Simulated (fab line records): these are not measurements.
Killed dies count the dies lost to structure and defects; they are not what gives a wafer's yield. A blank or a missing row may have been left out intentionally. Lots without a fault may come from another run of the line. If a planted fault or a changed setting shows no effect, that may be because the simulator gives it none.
fab line records -- flow n5Finfet
[record] lots = 9, wafers = 27, lastDay = 17
route steps=1938 shown BEOL_M11@1587 BEOL_M12@1616 PASSIVATION@1936
lots with no fault: from the same line, run without faults
startH: start of the lot's first displayed wafer, in hours after the record's first day -- waitH: how many hours have passed since the lot's step before this one -- " same as the row above -- L1.1+2: several wafers, shown together as one row -- - no value present, or no start provided -- * or withheld: withheld -- < > ~ a bound
route shown NAME@n: NAME is a module with steps in the file, n the number in the route of the first one -- usual: mean and standard deviation over wafers with no fault -- same: alike in all rows -- chamber/n: place in a boat -- sites: readings site by site -- _std_site: how widely they spread, as a standard deviation -- _edge_site: mean of outer sites minus mean of inner sites -- radiusMm: for every site, how far away it sits from the centre of the wafer -- mask NAME#n: copy n -- behind: the most recent tool/chamber to have shaped the wafer -- hold: why the lot went on hold/how many hours it stayed there/how the hold came to an end -- device: the n, p or np transistor that did not switch -- end of line: tests of these same wafers at the route's end -- a step given without rows: its recipe and nothing more -- killed: not the wafer's yield, but the dies lost to structure and defects at the first sort -- map: a wafer's dies, x killed, . not, _ none there
set.NAME: the run value of the setting; set.NAME@STEP: its run value at that earlier step -- model.NAME: the simulator's own value behind a step, which no gauge read
route steps across a sampled set of lots; one table per step, one row per wafer
services: from which hour (startH, from the record's first day; less than 0 if before it) a tool's chamber was out of use, for how many hours, and why
[[steps]]
[step N5_BEOL_M11_CURE_72]
[recipe] tempC = 370, timeS = 120, ambient = DMADMS/He, material = SiCOH_lowk
[usual] lampPowerPct = 52.31/0.052, wafer_temp_C_max = 371.7/0.46
lot.wafer,tool,chamber,startH,waitH,lampPowerPct,wafer_temp_C_max
L834.3,uvCure-02,0,229.66,0.1,52.26,372.2
L834.4,uvCure-02,0,229.66,0.1,52.31,370.9
L834.5,uvCure-02,0,229.66,0.1,52.25,371.8
L835.1,uvCure-01,2,233.36,0.0,52.30,371.3
L835.2,uvCure-01,2,233.36,0.0,52.36,371.6
L835.4,uvCure-01,2,233.36,0.0,52.34,371.3
L836.2,uvCure-01,2,247.48,0.1,52.41,371.2
L836.4,uvCure-01,2,247.48,0.1,52.26,371.1
L836.5,uvCure-01,2,247.48,0.1,52.38,371.3
L842.3,uvCure-01,0,292.11,0.1,52.27,371.4
L842.4,uvCure-01,0,292.11,0.1,52.26,371.5
L842.5,uvCure-01,0,292.11,0.1,52.32,371.6
L843.2,uvCure-03,2,301.75,0.4,52.29,371.9
L843.3,uvCure-03,2,301.75,0.4,52.29,372.1
L843.6,uvCure-03,2,301.75,0.4,52.37,372.8
L844.2,uvCure-01,0,302.03,0.5,52.29,371.5
L844.5,uvCure-01,0,302.03,0.5,52.33,371.5
L844.6,uvCure-01,0,302.03,0.5,52.29,371.8
L845.1,uvCure-03,0,304.66,0.0,52.26,372.2
L845.2,uvCure-03,0,304.66,0.0,52.30,371.9
L845.6,uvCure-03,0,304.66,0.0,52.31,372.5
L856.2,uvCure-03,1,362.76,0.1,52.29,371.4
L856.4,uvCure-03,1,362.76,0.1,52.32,371.7
L856.6,uvCure-03,1,362.76,0.1,52.30,372.2
L854.1,uvCure-02,1,366.12,0.0,52.35,371.9
L854.4,uvCure-02,1,366.12,0.0,52.36,372.8
L854.6,uvCure-02,1,366.12,0.0,52.23,371.8
[step N5_BEOL_M11_DEP_56]
[recipe] material = SiCN, targetThkA = 300, tempC = withheld, precursor = 3MS/NH3, pressureTorr = 3, rfW = 675, timeS = 10.5
[usual] showerheadPlenumPTorr = 4.181/0.023, throttleValvePct = 18.5/1.4
lot.wafer,tool,chamber,startH,waitH,showerheadPlenumPTorr,throttleValvePct
L834.3,pecvd-04,2,231.45,0.0,4.141,16.0
L834.4,pecvd-04,1,231.45,0.0,4.190,20.3
L834.5,pecvd-04,2,231.45,0.0,4.141,16.1
L835.1,pecvd-03,2,236.65,0.0,4.197,17.8
L835.2,pecvd-03,1,236.65,0.0,4.205,18.5
L835.4,pecvd-03,1,236.65,0.0,4.215,18.6
L836.2,pecvd-01,2,250.90,0.0,4.176,16.6
L836.4,pecvd-01,0,250.90,0.0,4.142,16.8
L836.5,pecvd-01,1,250.90,0.0,4.205,20.1
L842.3,pecvd-04,1,294.68,0.0,4.173,20.5
L842.4,pecvd-04,0,294.68,0.0,4.170,19.5
L842.5,pecvd-04,0,294.68,0.0,4.183,20.0
L843.2,pecvd-03,0,303.68,0.0,4.189,17.9
L843.3,pecvd-03,2,303.68,0.0,4.186,18.2
L843.6,pecvd-03,2,303.68,0.0,4.199,17.9
L844.2,pecvd-03,0,304.00,0.0,4.199,17.9
L844.5,pecvd-03,2,304.00,0.0,4.204,18.2
L844.6,pecvd-03,1,304.00,0.0,4.221,18.5
L845.1,pecvd-04,0,306.72,0.0,4.176,19.7
L845.2,pecvd-04,1,306.72,0.0,4.192,20.3
L845.6,pecvd-04,0,306.72,0.0,4.179,19.6
L856.2,pecvd-01,2,364.89,0.0,4.176,16.9
L856.4,pecvd-01,1,364.89,0.0,4.205,20.5
L856.6,pecvd-01,2,364.89,0.0,4.174,16.8
L854.1,pecvd-01,0,368.39,0.0,4.132,16.8
L854.4,pecvd-01,2,368.39,0.0,4.165,16.8
L854.6,pecvd-01,0,368.39,0.0,4.122,16.9
[step N5_BEOL_M11_INSPECT_58]
[recipe] inspectInstrument = darkfield, mode = postDep
[usual] rawDefectCount = 72/22
lot.wafer,tool,chamber,startH,waitH,rawDefectCount
L834.3,defectInspect-02,-,231.54,0.0,38
L834.4,defectInspect-02,-,231.54,0.0,73
L834.5,defectInspect-02,-,231.54,0.0,57
L835.1,defectInspect-01,-,236.74,0.0,103
L835.2,defectInspect-01,-,236.74,0.0,120
L835.4,defectInspect-01,-,236.74,0.0,93
L836.2,defectInspect-01,-,250.99,0.0,45
L836.4,defectInspect-01,-,250.99,0.0,65
L836.5,defectInspect-01,-,250.99,0.0,59
L842.3,defectInspect-01,-,294.77,0.0,72
L842.4,defectInspect-01,-,294.77,0.0,33
L842.5,defectInspect-01,-,294.77,0.0,88
L843.2,defectInspect-02,-,303.77,0.0,38
L843.3,defectInspect-02,-,303.77,0.0,38
L843.6,defectInspect-02,-,303.77,0.0,60
L844.2,defectInspect-01,-,304.09,0.0,63
L844.5,defectInspect-01,-,304.09,0.0,56
L844.6,defectInspect-01,-,304.09,0.0,60
L845.1,defectInspect-02,-,306.81,0.0,83
L845.2,defectInspect-02,-,306.81,0.0,106
L845.6,defectInspect-02,-,306.81,0.0,64
L856.2,defectInspect-02,-,364.98,0.0,83
L856.4,defectInspect-02,-,364.98,0.0,70
L856.6,defectInspect-02,-,364.98,0.0,49
L854.1,defectInspect-02,-,368.48,0.0,66
L854.4,defectInspect-02,-,368.48,0.0,45
L854.6,defectInspect-02,-,368.48,0.0,44
[step N5_BEOL_M12_ETCH_59]
[recipe] chemistry = N2/H2, target = BARC, targetDepthA = 890, overetchA = 267, timeS = 67.9, ionEnergyEv = 200, pressureMtorr = 30, sourceW = 840, biasW = 150, n2FlowSccm = 200, h2FlowSccm = 200
[usual] chamberPressureMTorr = 30.00/0.03, drypumpMotorCurrentA = 5.5/0.52, oesProductAu = 0.67/0.071, rfVppV = 524.3/3, showerheadPlenumPTorr = 2.56/0.11, throttleValvePct = 17.87/0.19
lot.wafer,tool,chamber,startH,waitH,chamberPressureMTorr,drypumpMotorCurrentA,oesProductAu,rfHoursCounterH,rfVppV,showerheadPlenumPTorr,throttleValvePct
L834.3,rieDiel-01,2,232.14,0.0,30.04,5.0,0.80,18,529.4,2.69,17.72
L834.4,rieDiel-01,1,232.14,0.0,30.00,5.1,0.60,238,521.4,2.42,18.22
L834.5,rieDiel-01,2,232.14,0.0,30.05,5.0,0.80,-,528.0,2.69,17.74
L835.1,rieDiel-03,1,237.38,0.0,29.98,6.3,0.61,201,520.1,2.44,17.87
L835.2,rieDiel-03,2,237.38,0.0,30.03,6.2,0.61,199,521.9,2.51,17.89
L835.4,rieDiel-03,0,237.38,0.0,30.00,5.1,0.72,74,528.2,2.69,17.73
L836.2,rieDiel-01,3,251.88,0.0,29.96,5.9,0.65,154,524.1,2.54,18.12
L836.4,rieDiel-01,0,251.88,0.0,30.04,5.7,0.67,116,522.5,2.45,17.70
L836.5,rieDiel-01,0,251.88,0.0,29.94,5.7,0.68,-,522.0,2.45,17.67
L842.3,rieDiel-01,1,295.41,0.0,30.06,5.1,0.81,8,528.4,2.74,17.80
L842.4,rieDiel-01,3,295.41,0.0,29.99,5.9,0.63,170,523.7,2.53,18.13
L842.5,rieDiel-01,0,295.41,0.0,30.09,5.7,0.66,-,521.9,2.44,17.70
L843.2,rieDiel-01,2,304.49,0.0,30.00,5.0,0.76,45,529.3,2.68,17.77
L843.3,rieDiel-01,1,304.49,0.0,30.02,5.1,0.81,12,526.7,2.73,17.80
L843.6,rieDiel-01,2,304.49,0.0,29.94,5.0,0.76,-,528.7,2.68,17.77
L844.2,rieDiel-01,1,304.80,0.0,30.00,5.1,0.79,12,528.5,2.73,17.82
L844.5,rieDiel-01,2,304.80,0.0,30.03,5.0,0.77,-,529.1,2.68,17.78
L844.6,rieDiel-01,1,304.80,0.0,30.02,5.1,0.80,-,528.4,2.73,17.81
L845.1,rieDiel-03,2,307.78,0.0,30.02,6.2,0.59,223,524.2,2.50,17.93
L845.2,rieDiel-03,1,307.78,0.0,29.96,6.4,0.61,225,521.2,2.43,17.91
L845.6,rieDiel-03,0,307.78,0.0,30.00,5.1,0.70,-,526.4,2.68,17.76
L856.2,rieDiel-03,1,365.70,0.0,29.96,6.3,0.60,245,520.8,2.42,17.94
L856.4,rieDiel-03,3,365.70,0.0,29.98,4.9,0.61,179,523.9,2.52,18.00
L856.6,rieDiel-03,1,365.70,0.0,30.00,6.3,0.60,-,520.1,2.42,17.95
L854.1,rieDiel-04,0,369.07,0.0,29.99,5.5,0.73,55,524.0,2.58,17.52
L854.4,rieDiel-04,0,369.07,0.0,29.97,5.5,0.75,-,526.0,2.58,17.54
L854.6,rieDiel-04,2,369.07,0.0,29.98,5.7,0.64,-,521.8,2.43,18.03
[step N5_BEOL_M12_STRIP_63]
[recipe] chemistry = N2/H2, powerW = 1000, tempC = 250, h2Frac = 0.65, overashFraction = 0.3, pressureMtorr = 1000, n2FlowSccm = 1750, h2FlowSccm = 3250
[usual] chamberPressureMTorr = 1000.1/0.9, drypumpMotorCurrentA = 5.7/0.71, heaterPowerW = 305/22, oesProductAu = 0.693/0.0045, stripTimeToEndpointS = 42.4/0.91, tempC = 250.04/0.18
lot.wafer,tool,chamber,startH,waitH,chamberPressureMTorr,drypumpMotorCurrentA,heaterPowerW,oesProductAu,rfHoursCounterH,stripTimeToEndpointS,tempC
L834.3,plasmaAsher-01,1,232.41,-,998.8,6.3,348,0.697,-,42.0,250.14
L834.4,plasmaAsher-01,0,232.41,-,999.4,5.2,307,0.692,-,40.2,250.04
L834.5,plasmaAsher-01,0,232.41,-,998.5,5.2,302,0.693,-,42.3,250.28
L835.1,plasmaAsher-02,1,237.63,-,999.2,6.4,312,0.698,105,42.0,250.04
L835.2,plasmaAsher-02,0,237.63,-,1001.7,4.9,282,0.706,105,42.4,250.04
L835.4,plasmaAsher-02,0,237.63,-,1000.9,4.9,284,0.694,-,41.9,250.37
L836.2,plasmaAsher-01,1,252.13,-,999.4,6.3,349,0.687,74,43.5,249.94
L836.4,plasmaAsher-01,0,252.13,-,1000.1,5.2,304,0.689,-,42.5,249.92
L836.5,plasmaAsher-01,1,252.13,-,1001.5,6.3,342,0.690,-,42.2,250.00
L842.3,plasmaAsher-02,1,295.88,-,999.8,6.4,314,0.691,-,43.2,249.99
L842.4,plasmaAsher-02,0,295.88,-,999.8,4.9,277,0.702,-,43.8,249.72
L842.5,plasmaAsher-02,0,295.88,-,999.6,4.9,283,0.685,-,43.1,249.58
L843.2,plasmaAsher-02,0,304.99,-,1002.2,4.8,283,0.673,120,32.0,250.22
L843.3,plasmaAsher-02,0,304.99,-,999.7,4.9,282,0.689,-,43.0,249.81
L843.6,plasmaAsher-02,1,304.99,-,1000.6,6.5,311,0.680,-,32.6,249.82
L844.2,plasmaAsher-02,0,305.11,-,1000.4,4.9,286,0.682,120,31.8,250.42
L844.5,plasmaAsher-02,0,305.11,-,1000.2,4.9,278,0.689,-,40.8,250.22
L844.6,plasmaAsher-02,1,305.11,-,1000.1,6.5,306,0.677,-,31.7,250.28
L845.1,plasmaAsher-02,1,308.04,-,1000.0,6.5,303,0.693,122,43.8,250.20
L845.2,plasmaAsher-02,0,308.04,-,998.9,4.9,269,0.688,122,43.1,249.68
L845.6,plasmaAsher-02,1,308.04,-,999.8,6.5,306,0.693,-,41.9,250.05
L856.2,plasmaAsher-02,1,365.95,-,1000.4,6.4,317,0.690,133,42.2,250.05
L856.4,plasmaAsher-02,1,365.95,-,1000.3,6.4,302,0.683,-,40.8,249.92
L856.6,plasmaAsher-02,0,365.95,-,999.5,4.9,278,0.696,-,42.0,250.06
L854.1,plasmaAsher-01,0,369.32,-,1000.4,5.2,303,0.700,96,41.6,249.94
L854.4,plasmaAsher-01,0,369.32,-,1000.2,5.2,305,0.694,-,40.5,249.87
L854.6,plasmaAsher-01,1,369.32,-,1000.4,6.3,344,0.693,-,42.6,250.04
[step N5_BEOL_M12_CD_MEAS_17]
[recipe] targetCdNm = 140, polarity = opening
[usual] cdNm = 140.4/2.2
lot.wafer,tool,chamber,startH,waitH,cdNm
L834.3,cdSem-02,-,232.60,0.0,141.8
L834.4,cdSem-02,-,232.60,0.0,136.3
L834.5,cdSem-02,-,232.60,0.0,139.4
L835.1,cdSem-03,-,238.23,0.0,141.3
L835.2,cdSem-03,-,238.23,0.0,140.4
L835.4,cdSem-03,-,238.23,0.0,138.9
L836.2,cdSem-02,-,252.34,0.0,138.6
L836.4,cdSem-02,-,252.34,0.0,138.2
L836.5,cdSem-02,-,252.34,0.0,139.0
L842.3,cdSem-03,-,296.07,0.0,140.3
L842.4,cdSem-03,-,296.07,0.0,140.5
L842.5,cdSem-03,-,296.07,0.0,144.1
L843.2,cdSem-03,-,305.19,0.0,149.2
L843.3,cdSem-03,-,305.19,0.0,139.6
L843.6,cdSem-03,-,305.19,0.0,147.0
L844.2,cdSem-03,-,305.31,0.0,146.8
L844.5,cdSem-03,-,305.31,0.0,140.8
L844.6,cdSem-03,-,305.31,0.0,149.5
L845.1,cdSem-01,-,308.24,0.0,141.4
L845.2,cdSem-01,-,308.24,0.0,143.0
L845.6,cdSem-01,-,308.24,0.0,140.3
L856.2,cdSem-02,-,366.16,0.0,139.3
L856.4,cdSem-02,-,366.16,0.0,140.9
L856.6,cdSem-02,-,366.16,0.0,142.5
L854.1,cdSem-01,-,369.53,0.0,145.2
L854.4,cdSem-01,-,369.53,0.0,143.8
L854.6,cdSem-01,-,369.53,0.0,141.2
[step N5_PASSIVATION_PROBE_49]
[usual] defectLimitedYield = 91.7/1.2, killed_at_M0_to_M3 = 33/9.5, killed_at_M4_up = 13/4.9, killedAtContacts = 13/6.6, killedAtFrontEnd = 36/11, killedAtOther = 3.0/2.6, killedDies = 97/14, killedOpen = 65/11, killedShort = 31/6.6, sort_bin_5_function = 4.8/0.82, sort_bin_6_memory = 3.1/0.58, sort_bin_8_speed = 0.00/0.02, sortNPass = 1083/14, sortYieldPct = 91.7/1.2
[same] grossDies = 1180, killedAtBackSide = 0, sort_bin_4_leakage[%] = 0
lot.wafer,tool,chamber,startH,waitH,defectLimitedYield[%],killed_at_M0_to_M3,killed_at_M4_up,killedAtContacts,killedAtFrontEnd,killedAtOther,killedDies,killedOpen,killedShort,sort_bin_5_function[%],sort_bin_6_memory[%],sort_bin_8_speed[%],sortNPass,sortYieldPct[%]
L834.3,prober-02,-,278.67,0.1,91.9,35,8,8,44,1,96,52,43,4.6,3.1,0,1084,91.9
L834.4,prober-02,-,278.72,0.2,90.3,58,6,16,32,2,114,82,31,4.9,4.5,0,1066,90.3
L834.5,prober-02,-,278.77,0.2,90.4,42,22,12,31,6,113,80,31,5.2,4.0,0,1067,90.4
L835.1,prober-01,-,279.64,0.0,91.4,51,9,13,27,1,101,59,42,5.5,2.8,0,1079,91.4
L835.2,prober-01,-,279.69,0.1,90.9,47,9,19,28,4,107,77,26,5.4,3.6,0,1073,90.9
L835.4,prober-01,-,279.79,0.2,93.6,30,10,14,15,7,76,52,20,3.6,2.7,0,1104,93.6
L836.2,prober-01,-,289.02,0.1,93.5,26,12,5,32,2,77,53,24,3.1,3.1,0,1103,93.5
L836.4,prober-01,-,289.12,0.2,92.4,29,14,4,38,5,90,58,30,4.7,2.8,0,1090,92.4
L836.5,prober-01,-,289.17,0.2,93.6,19,13,6,31,7,76,49,27,3.5,2.9,0,1104,93.6
L843.2,prober-01,-,346.20,0.1,92.1,43,9,6,35,0,93,63,28,4.7,3.0,0,1087,92.1
L845.1,prober-02,-,349.38,0.0,91.5,32,15,4,48,1,100,65,32,5.3,2.9,0,1080,91.5
L845.2,prober-02,-,349.43,0.1,90.9,34,7,9,56,1,107,68,36,4.9,3.5,0,1073,90.9
L845.6,prober-02,-,349.63,0.3,92.4,34,15,13,27,1,90,62,28,4.3,3.0,0,1090,92.4
L844.2,prober-01,-,351.81,0.1,92.8,32,8,8,33,4,85,48,31,3.9,2.7,0,1095,92.8
L854.1,prober-02,-,415.26,0.0,93.2,18,22,6,29,5,80,54,26,4.0,2.6,0,1100,93.2
L854.4,prober-02,-,415.41,0.2,92.5,36,19,7,23,3,88,56,30,4.1,3.0,0,1092,92.5
L854.6,prober-02,-,415.51,0.3,94.4,19,16,15,13,3,66,41,25,3.1,2.5,0,1114,94.4
// killed by level:class
L834.3 FIN_SAQP:geometricParticle:short=13 BEOL_M2:geometricParticle:open=9 MOL_CONTACT_COAG:geometricParticle:open=8 FIN_SAQP:geometricParticle:open=7 BEOL_M3:geometricParticle:open=7 GATE_CUT:geometricParticle:short=6 BEOL_M0_SAQP:geometricParticle:open=5 STI_FIN_REVEAL:geometricParticle:short=4
L834.4 BEOL_M3:geometricParticle:open=18 MOL_CONTACT_COAG:geometricParticle:open=15 BEOL_M2:geometricParticle:open=12 BEOL_M1:geometricParticle:open=8 BEOL_M0_SAQP:geometricParticle:short=7 FIN_SAQP:geometricParticle:short=5 DUMMY_GATE:geometricParticle:open=4 GATE_CUT:geometricParticle:open=4
L834.5 BEOL_M1:geometricParticle:open=12 BEOL_M3:geometricParticle:open=11 MOL_CONTACT_COAG:geometricParticle:open=11 BEOL_M2:geometricParticle:open=8 FIN_SAQP:geometricParticle:open=5 FIN_SAQP:geometricParticle:short=5 STI_FIN_REVEAL:geometricParticle:open=5 BEOL_M0_SAQP:geometricParticle:short=4
L835.1 BEOL_M3:geometricParticle:open=15 BEOL_M0_SAQP:geometricParticle:short=10 MOL_CONTACT_COAG:geometricParticle:open=8 BEOL_M1:geometricParticle:open=8 STI_FIN_REVEAL:geometricParticle:open=5 BEOL_M0_SAQP:geometricParticle:open=5 MOL_CONTACT_COAG:geometricParticle:short=5 FIN_SAQP:geometricParticle:short=4
L835.2 BEOL_M0_SAQP:geometricParticle:open=17 MOL_CONTACT_COAG:geometricParticle:open=16 STI_FIN_REVEAL:geometricParticle:open=14 BEOL_M0_SAQP:geometricParticle:short=8 BEOL_M3:geometricParticle:open=7 FIN_SAQP:geometricParticle:short=4 BEOL_M1:geometricParticle:open=4 BEOL_M4:geometricParticle:open=4
L835.4 BEOL_M1:geometricParticle:open=14 MOL_CONTACT_COAG:geometricParticle:open=11 BEOL_M0_SAQP:geometricParticle:short=6 STI_FIN_REVEAL:geometricParticle:open=5 BEOL_M4:geometricParticle:open=4 BEOL_M3:geometricParticle:open=3 STARTING-WAFER:geometricParticle:open=3 ILD0:geometricParticle:open=2
L836.2 FIN_SAQP:geometricParticle:open=15 BEOL_M0_SAQP:geometricParticle:short=9 BEOL_M0_SAQP:geometricParticle:open=7 MOL_CONTACT_COAG:geometricParticle:open=5 ILD0:geometricParticle:short=4 FIN_SAQP:geometricParticle:short=3 ILD0:geometricParticle:open=3 BEOL_M1:geometricParticle:open=3
L836.4 FIN_SAQP:geometricParticle:open=17 FIN_SAQP:geometricParticle:short=10 BEOL_M3:geometricParticle:open=9 BEOL_M0_SAQP:geometricParticle:short=6 BEOL_M4:geometricParticle:open=6 STI_FIN_REVEAL:geometricParticle:open=3 MOL_CONTACT_COAG:geometricParticle:open=3 BEOL_M0_SAQP:geometricParticle:open=3
L836.5 FIN_SAQP:geometricParticle:open=7 MOL_CONTACT_COAG:geometricParticle:open=5 FIN_SAQP:geometricParticle:short=4 BEOL_M1:geometricParticle:open=4 BEOL_M2:geometricParticle:open=4 BEOL_M4:geometricParticle:open=4 STARTING-WAFER:geometricParticle:open=4 DUMMY_GATE:geometricParticle:open=3
L843.2 STI_FIN_REVEAL:geometricParticle:open=12 FIN_SAQP:geometricParticle:open=10 BEOL_M1:geometricParticle:open=9 BEOL_M0_SAQP:geometricParticle:short=8 BEOL_M0_SAQP:geometricParticle:open=6 BEOL_M2:geometricParticle:open=6 BEOL_M1:geometricParticle:short=5 BEOL_M3:geometricParticle:open=5
L845.1 FIN_SAQP:geometricParticle:open=12 FIN_SAQP:geometricParticle:short=11 BEOL_M2:geometricParticle:open=11 GATE_CUT:geometricParticle:short=8 BEOL_M0_SAQP:geometricParticle:open=6 BEOL_M1:geometricParticle:open=6 GATE_CUT:geometricParticle:open=5 MOL_CONTACT_COAG:geometricParticle:short=3
L845.2 FIN_SAQP:geometricParticle:open=19 BEOL_M0_SAQP:geometricParticle:short=14 FIN_SAQP:geometricParticle:short=10 BEOL_M0_SAQP:geometricParticle:open=8 STARTING-WAFER:geometricParticle:open=7 DUMMY_GATE:geometricParticle:open=6 MOL_CONTACT_COAG:geometricParticle:open=6 BEOL_M1:geometricParticle:open=4
L845.6 BEOL_M2:geometricParticle:open=11 MOL_CONTACT_COAG:geometricParticle:open=10 FIN_SAQP:geometricParticle:open=8 BEOL_M4:geometricParticle:open=8 FIN_SAQP:geometricParticle:short=6 BEOL_M0_SAQP:geometricParticle:short=5 BEOL_M1:geometricParticle:open=5 STI_FIN_REVEAL:geometricParticle:open=4
L844.2 BEOL_M0_SAQP:geometricParticle:open=8 FIN_SAQP:geometricParticle:short=7 MOL_CONTACT_COAG:geometricParticle:open=6 BEOL_M0_SAQP:geometricParticle:short=6 BEOL_M3:geometricParticle:open=5 STI_FIN_REVEAL:geometricParticle:open=4 STARTING-WAFER:geometricParticle:open=4 FIN_SAQP:geometricParticle:open=3
L854.1 BEOL_M4:geometricParticle:open=14 BEOL_M1:geometricParticle:open=8 FIN_SAQP:geometricParticle:short=6 STI_FIN_REVEAL:geometricParticle:open=6 MOL_CONTACT_COAG:geometricParticle:open=6 GATE_CUT:geometricParticle:short=6 BEOL_M3:geometricParticle:open=3 BEOL_M4:geometricParticle:short=3
L854.4 BEOL_M4:geometricParticle:open=10 BEOL_M1:geometricParticle:open=9 BEOL_M0_SAQP:geometricParticle:short=5 BEOL_M2:geometricParticle:short=5 BEOL_M3:geometricParticle:open=5 STARTING-WAFER:geometricParticle:open=5 MOL_CONTACT_COAG:geometricParticle:open=4 BEOL_M2:geometricParticle:open=4
L854.6 MOL_CONTACT_COAG:geometricParticle:open=11 BEOL_M4:geometricParticle:open=10 MOL_CONTACT_COAG:geometricParticle:short=4 BEOL_M1:geometricParticle:short=4 BEOL_M1:geometricParticle:open=4 DUMMY_GATE:geometricParticle:short=3 BEOL_M4:geometricParticle:short=3 BEOL_M3:geometricParticle:short=3
[[services]]
tool,chamber,startH,hours,kind
uvCure-03,-,219.51,2.8,pm
uvCure-03,-,225.37,2.1,pm
pecvd-03,-,225.47,1.4,repair
pecvd-01,-,227.73,0.9,repair
pecvd-04,2,242.49,15.4,repair
rieDiel-04,1,244.41,8.5,repair
rieDiel-03,-,245.05,0.2,repair
pecvd-03,-,248.82,1.2,repair
uvCure-03,-,253.21,24.2,repair
uvCure-02,-,257.90,22.2,pm
plasmaAsher-01,-,273.31,0.4,repair
pecvd-04,2,283.45,12.7,repair
plasmaAsher-02,-,284.54,2.8,pm
plasmaAsher-01,-,294.33,2.8,pm
uvCure-01,-,294.40,1.0,pm
plasmaAsher-01,-,300.80,5.8,repair
uvCure-03,-,316.59,1.0,pm
pecvd-01,-,316.98,14.6,pm
uvCure-02,-,329.30,1.0,pm
rieDiel-01,3,348.02,13.9,repair
uvCure-02,-,351.17,7.5,pm
uvCure-02,-,363.14,2.1,pm
rieDiel-03,1,366.23,4.5,repair
pecvd-03,-,366.31,0.7,repair
[[key]]
[firstSign] step = N5_BEOL_M12_STRIP_63, reading = stripTimeToEndpointS, direction = down, sigmas = 11, usual = *, struck = *
[effect] step = N5_BEOL_M12_STRIP_63, reading = oesProductAu, direction = down, sigmas = 3.2, usual = 0.693, struck = 0.678
[effect] step = N5_BEOL_M12_CD_MEAS_17, reading = cdNm, direction = up, sigmas = 3.5, usual = 140.4, struck = 148.1
metAt N5_BEOL_M12_ETCH_59
struckLots L843,L844
struckWafers L843.2,L843.6,L844.2,L844.6
notActingAt N5_BEOL_M11_CURE_72,N5_BEOL_M11_DEP_56,N5_BEOL_M11_INSPECT_58
onsetBetween 295.41 304.49
[fault] kind = processParameterDrift, tool = rieDiel-01, chamber = -, onsetH = 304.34, steps = N5_BEOL_M12_ETCH_59, channel = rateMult, offset = 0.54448, shape = step, endH = 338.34, scope = struckWafersOnly
